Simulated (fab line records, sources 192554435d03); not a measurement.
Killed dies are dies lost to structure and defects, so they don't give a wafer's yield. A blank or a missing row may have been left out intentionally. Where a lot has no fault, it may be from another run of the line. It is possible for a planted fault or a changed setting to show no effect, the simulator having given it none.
2 desks, one fault	flow n5-finfet	each desk holds nothing but its own numbers, with what lay behind them at the end

## FOR THE TOOL OWNER'S DESK: rie-diel-03
The tool's own readings at N5_DUMMY_GATE_ETCH_42 (etches SiO2 in CHF3/O2, target depth 3.5 nm, time 31 s): means of the sampled wafers that have a number, for each lot that ran on this tool. If a lot's mean is further than 4 standard deviations from the usual mean, the lot is out of limits and carries the mark OUT (the distance appears in the brackets).
Columns: A = drypump-motor-current-A at N5_DUMMY_GATE_ETCH_42, usual 5.8 A; B = oes_f_703_au at N5_DUMMY_GATE_ETCH_42, usual 0.75 a.u.; C = oes-product-au at N5_DUMMY_GATE_ETCH_42, usual 0.75 a.u.; D = rf-vpp-V at N5_DUMMY_GATE_ETCH_42, usual 42.3 V; E = showerhead-plenum-p-Torr at N5_DUMMY_GATE_ETCH_42, usual 2.37 Torr; F = throttle-valve-pct at N5_DUMMY_GATE_ETCH_42, usual 18.76 %
lot	first seen here	A	B	C	D	E	F
L406	day 3 12:16	6.2	0.79	0.79	41.2	2.33	18.77
L411	day 4 18:26	5.7	0.76	0.86	42.4	2.38	18.84
L414	day 5 14:40	6.2	0.78	0.87	41.9	2.32	18.79
L427	day 9 00:53	6.2	0.78	0.78	42.7	2.32	18.78
Finding of this desk: none of the 4 lots has anything out of limits.

## FROM THE METROLOGY DESK
Lot by lot, what the gauges showed, no matter which tool ran the lot: averages of those sampled wafers that carry a number. If a lot's mean is further than 4 standard deviations from the usual mean, the lot is out of limits and carries the mark OUT (the distance appears in the brackets). Shown here are 7 of its 11 readings, the ones lying furthest out on some lot.
Columns: A = DIBL_N at N5_BEOL_M4_RC_MEAS_101, usual 35.7 mV/V; B = IOFF_N at N5_BEOL_M4_RC_MEAS_101, usual 0.152 nA/um; C = IOFF_P at N5_BEOL_M4_RC_MEAS_101, usual 0.20 nA/um; D = ION_P at N5_BEOL_M4_RC_MEAS_101, usual 461 uA/um; E = SS_P at N5_BEOL_M4_RC_MEAS_101, usual 73.1 mV/dec; F = VT_N at N5_BEOL_M4_RC_MEAS_101, usual 251 mV; G = VT_P at N5_BEOL_M4_RC_MEAS_101, usual -251 mV
lot	first seen here	A	B	C	D	E	F	G
L406	day 3 11:08	36.0	0.167	0.24	464	73.6	250	-247
L408	day 4 00:41	36.3	0.179	0.19	458	73.5	250	-254
L409	day 4 03:05	36.9	0.205	0.28	479	73.5	244	-243
L411	day 4 17:02	35.9	0.158	0.20	462	73.0	248	-250
L414	day 5 13:29	36.1	0.158	0.23	465	73.6	250	-247
L420	day 6 21:26	34.6	0.120	0.17	456	72.6	255	-251
L422	day 7 10:25	38.3	0.191	0.27	475	74.4	247	-245
L424	day 7 22:36	34.3	0.125	0.16	449	72.7	255	-257
L427	day 8 23:13	34.7	0.119	0.19	461	72.8	255	-251
Finding of this desk: none of the 9 lots has anything out of limits.

## TAKEN TOGETHER
The tool owner's desk saw nothing out of limits.
The metrology desk saw nothing out of limits.

## WHAT THE SIMULATOR HAD PUT IN
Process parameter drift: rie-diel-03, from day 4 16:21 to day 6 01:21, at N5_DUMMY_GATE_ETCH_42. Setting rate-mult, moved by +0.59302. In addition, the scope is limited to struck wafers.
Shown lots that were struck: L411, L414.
